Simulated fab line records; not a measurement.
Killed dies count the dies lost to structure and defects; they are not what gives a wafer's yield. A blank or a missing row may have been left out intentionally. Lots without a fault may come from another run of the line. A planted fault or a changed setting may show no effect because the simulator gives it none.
fab line records    flow nandHarc
[record] lots = 11  wafers = 33  lastDay = 33
route steps=1302 shown P_ZERO_WELL@18 P_STI@90 P_GATE@122
lots that met no fault: taken from a fault-free run of the same line
startH: hours from the record's first day to the start of the lot's first wafer shown    waitH: time in hours since the lot's previous step    " as in the row above    L1.1+2: one row covering several wafers at once    - no value present, or no start provided    * or withheld: withheld    < > ~ a bound
route shown NAME@n: names a module that has steps shown in the file, with the first one's number in the route    usual: mean/standard deviation taken from wafers without a fault    same: alike in all rows    chamber/n: place in a boat    sites: the reading at each site    _std_site: standard deviation of those values    _edge_site: mean of outer sites minus mean of inner sites    radiusMm: for every site, how far away it sits from the centre of the wafer    mask NAME#n: copy n    behind: tool/chamber where the wafer was last shaped    hold: cause of the lot's hold/its duration in hours/its outcome    device: transistor that didn't switch, given as n, p or np    end of line: the same wafers' tests at the end of the route    step lacking rows: just its recipe    killed: dies lost to structure and defects at the first sort, not the wafer's yield    map: shows each die of a wafer: x if killed, . if not, _ if none is there
set.NAME: the run value of the setting; set.NAME@STEP: its run value at that earlier step    model.NAME: the simulator's own value behind a step, which no gauge read
a sample of lots followed through the steps of the route, with each step as a table and each wafer as a row
services: a tool's chamber out of use, with start hour (startH, from the record's first day; less than 0 if before it), hours out, and reason
[[steps]]
[step NHARC_P_ZERO_WELL_ETCH_62]
[recipe] targetDepthA = 130  timeS = 6.5  chf3FlowSccm = 50  arFlowSccm = 200  rfW = 500  biasW = 200  chemistry = CHF3/Ar
[usual] drypumpMotorCurrentA = 5.85/0.27  oesProductAu = 0.956/0.018  rfVppV = 371.2/2.5  showerheadPlenumPTorr = 2.37/0.1  throttleValvePct = 20.216/0.0083
lot.wafer  tool        chamber  startH  waitH  drypumpMotorCurrentA  oesProductAu  rfHoursCounterH  rfVppV  showerheadPlenumPTorr  throttleValvePct
L790.2     rieDiel-02  1        -       -      5.65                  0.978         47               367.4   2.28                   20.220
L790.1     "           0        "       "      6.10                  0.977         49               366.4   2.17                   20.212
L790.5     "           1        "       "      5.66                  0.983         -                370.2   2.28                   20.225
L792.3     rieDiel-12  0        -       -      5.70                  0.960         41               372.0   2.41                   20.217
L792.4     "           2        "       "      5.69                  0.997         33               373.0   2.45                   20.217
L792.6     "           0        "       "      5.69                  0.962         -                371.8   2.41                   20.211
L804.3     rieDiel-09  3        -       -      5.85                  0.939         2                375.2   2.53                   20.200
L804.6     "           3        "       "      5.85                  0.937         -                374.7   2.53                   20.220
L804.5     "           0        "       "      5.99                  0.931         -                373.9   2.46                   20.230
L805.3     rieDiel-02  1        -       -      5.63                  0.949         46               367.8   2.26                   20.211
L805.2     "           0        "       "      6.13                  0.984         43               374.7   2.52                   20.224
L805.5     "           2        "       "      5.76                  0.949         -                368.8   2.31                   20.221
L806.1     rieDiel-02  2        -       -      5.79                  0.978         50               370.2   2.31                   20.223
L806.2     "           3        "       "      5.28                  0.967         49               373.6   2.46                   20.219
L806.5     "           2        "       "      5.77                  0.982         -                370.2   2.31                   20.218
L807.2     rieDiel-09  3        -       -      5.85                  0.978         10               373.9   2.53                   20.224
L807.5     "           2        "       "      6.48                  0.965         -                370.6   2.38                   20.224
L807.4     "           3        "       "      5.85                  0.959         -                373.0   2.53                   20.217
L808.3     rieDiel-09  3        -       -      5.83                  0.934         16               373.9   2.53                   20.213
L808.1     "           0        "       "      5.97                  0.927         17               372.8   2.45                   20.214
L808.2     "           1        "       "      5.97                  0.935         16               369.1   2.30                   20.205
L809.1     rieDiel-09  3        -       -      5.84                  0.965         18               374.2   2.53                   20.215
L809.4     "           0        "       "      5.98                  0.945         19               373.7   2.45                   20.204
L809.6     "           1        "       "      5.90                  0.982         -                370.2   2.30                   20.215
L810.3     rieDiel-12  3        -       -      5.89                  0.931         44               365.5   2.19                   20.211
L810.4     "           0        "       "      5.70                  0.951         42               372.0   2.39                   20.226
L810.5     "           2        "       "      5.68                  0.952         -                371.9   2.43                   20.223
L811.2     rieDiel-09  0        -       -      5.98                  0.958         25               373.5   2.45                   20.206
L811.6     "           1        "       "      5.95                  0.962         -                370.0   2.30                   20.231
L811.4     "           0        "       "      5.98                  0.959         -                372.7   2.45                   20.205
L812.2     rieDiel-02  1        -       -      5.63                  0.932         6                367.2   2.25                   20.218
L812.4     "           2        "       "      5.78                  0.934         6                371.2   2.31                   20.207
L812.6     "           1        "       "      5.60                  0.952         -                369.0   2.25                   20.218
[step NHARC_P_ZERO_WELL_EXPOSE_34]
[recipe] na = 0.6  targetCdNm = 720  doseMj = 22.31  maskId = P_PWELL
[usual] focusOffsetNm = 0.0/0.51
lot.wafer  tool           chamber  startH  waitH  mask          focusOffsetNm
L790.1     krfScanner-01  0        23.93   -      P_PWELL#0     0.3
L790.2     "              0        "       "      P_PWELL#0     -0.7
L790.5     "              0        "       "      P_PWELL#0     -0.1
L792.3     krfScanner-01  0        43.97   -      P_PWELL_R1#0  -0.5
L792.4     "              0        "       "      P_PWELL_R1#0  -0.6
L792.6     "              0        "       "      P_PWELL_R1#0  -0.6
L804.3     krfScanner-04  0        163.88  -      P_PWELL#0     0.2
L804.5     "              0        "       "      P_PWELL#0     -0.8
L804.6     "              0        "       "      P_PWELL#0     0.0
L805.2     krfScanner-01  0        173.83  -      P_PWELL#0     0.6
L805.3     "              0        "       "      P_PWELL#0     1.1
L805.5     "              0        "       "      P_PWELL#0     1.2
L806.1     krfScanner-01  0        183.83  -      P_PWELL#0     0.4
L806.2     "              0        "       "      P_PWELL#0     0.4
L806.5     "              0        "       "      P_PWELL#0     -0.1
L807.2     krfScanner-02  0        194.20  -      P_PWELL#0     -0.4
L807.4     "              0        "       "      P_PWELL#0     -0.8
L807.5     "              0        "       "      P_PWELL#0     0.0
L808.1     krfScanner-01  0        204.80  -      P_PWELL#0     0.2
L808.2     "              0        "       "      P_PWELL#0     -0.2
L808.3     "              0        "       "      P_PWELL#0     1.3
L809.1     krfScanner-04  0        214.11  -      P_PWELL#0     0.1
L809.4     "              0        "       "      P_PWELL#0     0.7
L809.6     "              0        "       "      P_PWELL#0     -0.1
L810.3     krfScanner-01  0        224.12  -      P_PWELL#0     -0.2
L810.4     "              0        "       "      P_PWELL#0     -0.6
L810.5     "              0        "       "      P_PWELL#0     -1.0
L811.2     krfScanner-01  0        233.92  -      P_PWELL#0     0.8
L811.4     "              0        "       "      P_PWELL#0     0.3
L811.6     "              0        "       "      P_PWELL#0     0.5
L812.2     krfScanner-01  0        244.12  -      P_PWELL#0     0.0
L812.4     "              0        "       "      P_PWELL#0     -0.7
L812.6     "              0        "       "      P_PWELL#0     0.7
[step NHARC_P_ZERO_WELL_CD_MEAS_37]
[recipe] targetCdNm = 720  landingEnergyEv = 500
[usual] cdNm = 719.3/1.7
lot.wafer  tool      chamber  startH  waitH  cdNm
L790.1     cdSem-02  0        24.09   -      717.1
L790.2     "         0        "       "      719.7
L790.5     "         0        "       "      720.3
L792.3     cdSem-03  0        44.12   -      760.4
L792.4     "         0        "       "      756.7
L792.6     "         0        "       "      759.1
L804.3     cdSem-01  0        164.03  -      719.2
L804.5     "         0        "       "      719.8
L804.6     "         0        "       "      722.2
L805.2     cdSem-03  0        173.98  -      719.0
L805.3     "         0        "       "      717.2
L805.5     "         0        "       "      719.7
L806.1     cdSem-01  0        183.98  -      717.0
L806.2     "         0        "       "      719.8
L806.5     "         0        "       "      718.0
L807.2     cdSem-01  0        194.36  -      717.7
L807.4     "         0        "       "      717.3
L807.5     "         0        "       "      718.5
L808.1     cdSem-02  0        204.96  -      718.1
L808.2     "         0        "       "      722.3
L808.3     "         0        "       "      719.0
L809.1     cdSem-02  0        214.26  -      721.6
L809.4     "         0        "       "      721.4
L809.6     "         0        "       "      720.2
L810.3     cdSem-01  0        224.27  -      716.8
L810.4     "         0        "       "      716.0
L810.5     "         0        "       "      721.1
L811.2     cdSem-01  0        234.07  -      720.5
L811.4     "         0        "       "      718.0
L811.6     "         0        "       "      715.7
L812.2     cdSem-03  0        244.27  -      721.3
L812.4     "         0        "       "      720.1
L812.6     "         0        "       "      719.4
[step NHARC_P_STI_ETCH_15]
[recipe] targetDepthA = 3000  taperDeg = 4  timeS = 100.1  hbrFlowSccm = 150  cl2FlowSccm = 50  rfW = 400  icpW = 400  biasW = 100  chemistry = HBr/Cl2
[usual] drypumpMotorCurrentA = 5.9/0.52  heBacksideLeakSccm = 2.68/0.24  mfcCl2Sccm = 50.00/0.14  oesProductAu = 0.998/0.011  throttleValvePct = 26.407/0.0086
lot.wafer  tool      chamber  startH  waitH  drypumpMotorCurrentA  heBacksideLeakSccm  mfcCl2Sccm  oesProductAu  rfHoursCounterH  throttleValvePct
L790.2     rieSi-02  0        47.34   -      5.5                   2.42                49.56       1.008         0.8              26.400
L790.1     "         1        "       "      5.6                   2.41                50.03       0.976         0.8              26.407
L790.5     "         2        "       "      5.2                   2.47                49.80       0.997         -                26.403
L792.3     rieSi-05  3        63.96   -      6.5                   3.15                50.07       0.996         0.6              26.403
L792.4     "         0        "       "      5.9                   2.83                49.77       0.997         0.7              26.403
L792.6     "         0        "       "      5.9                   2.75                50.03       0.988         -                26.406
L804.3     rieSi-02  2        179.84  -      5.2                   2.23                50.17       1.004         0.5              26.398
L804.5     "         3        "       "      6.6                   2.36                49.99       1.013         -                26.407
L804.6     "         0        "       "      5.5                   3.13                49.91       0.999         -                26.385
L805.3     rieSi-02  3        193.08  -      6.6                   2.50                50.12       0.997         0.5              26.406
L805.2     "         1        "       "      5.6                   2.36                50.26       0.992         0.5              26.408
L805.5     "         1        "       "      5.6                   2.22                49.99       0.993         -                26.384
L806.1     rieSi-01  2        202.86  0.1    5.6                   2.90                49.93       0.984         0.0              26.405
L806.2     "         3        "       "      6.5                   2.64                49.82       0.991         0.0              26.406
L806.5     "         2        "       "      5.6                   2.89                50.07       0.989         -                26.413
L807.2     rieSi-02  2        213.65  -      5.2                   2.46                49.91       0.999         0.7              26.406
L807.4     "         1        "       "      5.6                   2.24                49.96       1.002         0.7              26.403
L807.5     "         3        "       "      6.5                   2.47                49.99       1.012         -                26.409
L808.2     rieSi-02  0        223.70  -      5.5                   2.49                49.95       1.017         0.6              26.411
L808.3     "         1        "       "      5.6                   2.50                50.12       1.011         0.8              26.396
L808.1     "         2        "       "      5.3                   2.57                50.00       1.004         0.8              26.396
L809.1     rieSi-02  1        236.06  -      5.6                   2.37                50.13       0.990         0.9              26.406
L809.4     "         2        "       "      5.3                   2.56                50.05       0.993         0.9              26.396
L809.6     "         2        "       "      5.2                   2.51                50.18       0.991         -                26.412
L810.3     rieSi-05  2        243.82  -      4.9                   2.70                49.98       1.008         0.6              26.401
L810.4     "         3        "       "      6.5                   2.97                50.11       0.991         0.5              26.408
L810.5     "         1        "       "      5.6                   2.74                49.95       1.008         -                26.412
L811.4     rieSi-01  1        254.66  -      6.1                   2.71                50.34       1.013         0.2              26.392
L811.2     "         2        "       "      5.6                   2.95                49.88       0.990         0.3              26.409
L811.6     "         3        "       "      6.6                   2.47                50.04       0.988         -                26.418
L812.2     rieSi-05  3        263.72  -      6.5                   3.10                49.99       0.999         0.7              26.400
L812.4     "         2        "       "      4.9                   2.52                50.12       1.005         0.7              26.412
L812.6     "         3        "       "      6.5                   3.09                49.97       1.000         -                26.409
[step NHARC_P_GATE_CD_MEAS_11]
[recipe] targetCdNm = 1640  landingEnergyEv = 500
[usual] cdNm = 1639.9/1.8
lot.wafer  tool      chamber  startH  waitH  cdNm
L790.1     cdSem-03  0        80.75   -      1641.1
L790.2     "         0        "       "      1640.7
L790.5     "         0        "       "      1638.9
L792.3     cdSem-01  0        99.86   -      1642.0
L792.4     "         0        "       "      1643.8
L792.6     "         0        "       "      1640.4
L805.2     cdSem-03  0        227.55  -      1639.9
L805.3     "         0        "       "      1639.7
L805.5     "         0        "       "      1641.3
L804.3     cdSem-02  0        227.71  -      1639.6
L804.5     "         0        "       "      1638.0
L804.6     "         0        "       "      1637.6
L806.1     cdSem-02  0        237.97  -      1639.4
L806.2     "         0        "       "      1641.7
L806.5     "         0        "       "      1637.4
L807.2     cdSem-03  0        250.52  -      1637.6
L807.4     "         0        "       "      1639.9
L807.5     "         0        "       "      1642.3
L808.1     cdSem-02  0        263.26  -      1639.9
L808.2     "         0        "       "      1638.3
L808.3     "         0        "       "      1636.7
L809.1     cdSem-02  0        272.55  -      1640.1
L809.4     "         0        "       "      1641.3
L809.6     "         0        "       "      1640.4
L810.3     cdSem-02  0        283.51  -      1640.0
L810.4     "         0        "       "      1639.9
L810.5     "         0        "       "      1638.1
L811.2     cdSem-01  0        289.23  -      1642.6
L811.4     "         0        "       "      1642.1
L811.6     "         0        "       "      1640.7
L812.2     cdSem-03  0        303.07  -      1643.3
L812.4     "         0        "       "      1642.5
L812.6     "         0        "       "      1639.0
[[services]]
tool           chamber  startH  hours  kind
rieSi-02       -        -0.17   3.6    repair
krfScanner-04  -        10.00   4.0    pm
rieSi-01       -        15.05   1.4    repair
rieSi-05       -        23.60   0.8    repair
rieSi-05       3        33.91   1.2    repair
rieSi-01       2        34.17   1.0    repair
rieDiel-02     -        39.70   9.0    pm
rieDiel-02     -        78.24   0.3    repair
rieDiel-02     3        79.09   13.0   repair
rieSi-05       2        82.25   13.8   repair
rieSi-02       -        100.00  9.0    pm
rieDiel-02     0        104.52  8.8    repair
rieDiel-09     1        111.08  1.3    repair
rieSi-02       0        113.52  5.0    repair
rieDiel-02     0        118.88  2.3    repair
rieSi-05       -        128.00  9.0    pm
krfScanner-01  -        140.00  4.0    pm
rieDiel-09     2        140.52  7.1    repair
rieDiel-09     -        143.14  9.0    pm
rieDiel-09     2        168.44  2.5    repair
rieDiel-09     1        182.67  15.7   repair
rieSi-02       0        189.52  20.6   repair
rieDiel-02     -        216.70  9.0    pm
rieDiel-09     2        229.23  8.9    repair
[[key]]
[firstSign] step = NHARC_P_ZERO_WELL_EXPOSE_34  reading = mask  direction = changed
[effect] step = NHARC_P_ZERO_WELL_CD_MEAS_37  reading = cdNm  direction = up  sigmas = 24  usual = 719.3  struck = 758.7
metAt NHARC_P_ZERO_WELL_EXPOSE_34
struckLots L792
testerLeftOut L792
notActingAt NHARC_P_ZERO_WELL_ETCH_62,NHARC_P_STI_ETCH_15,NHARC_P_GATE_CD_MEAS_11
onsetBetween 23.93 43.97
[fault] kind = wrongMask  tool = any  chamber = -  onsetH = 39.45  steps = NHARC_P_ZERO_WELL_EXPOSE_34  auxCopy = P_PWELL_R1#0  cdOffsetNm = 38.647  scope = struckLotsOnly
// testerLeftOut: of these lots the tester's yield and bins aren't shown, on N5 and GAA mostly nor the transistor test; their killed dies are dies lost to structure and defects alone, not to doping, threshold or leakage, so they don't give the yield
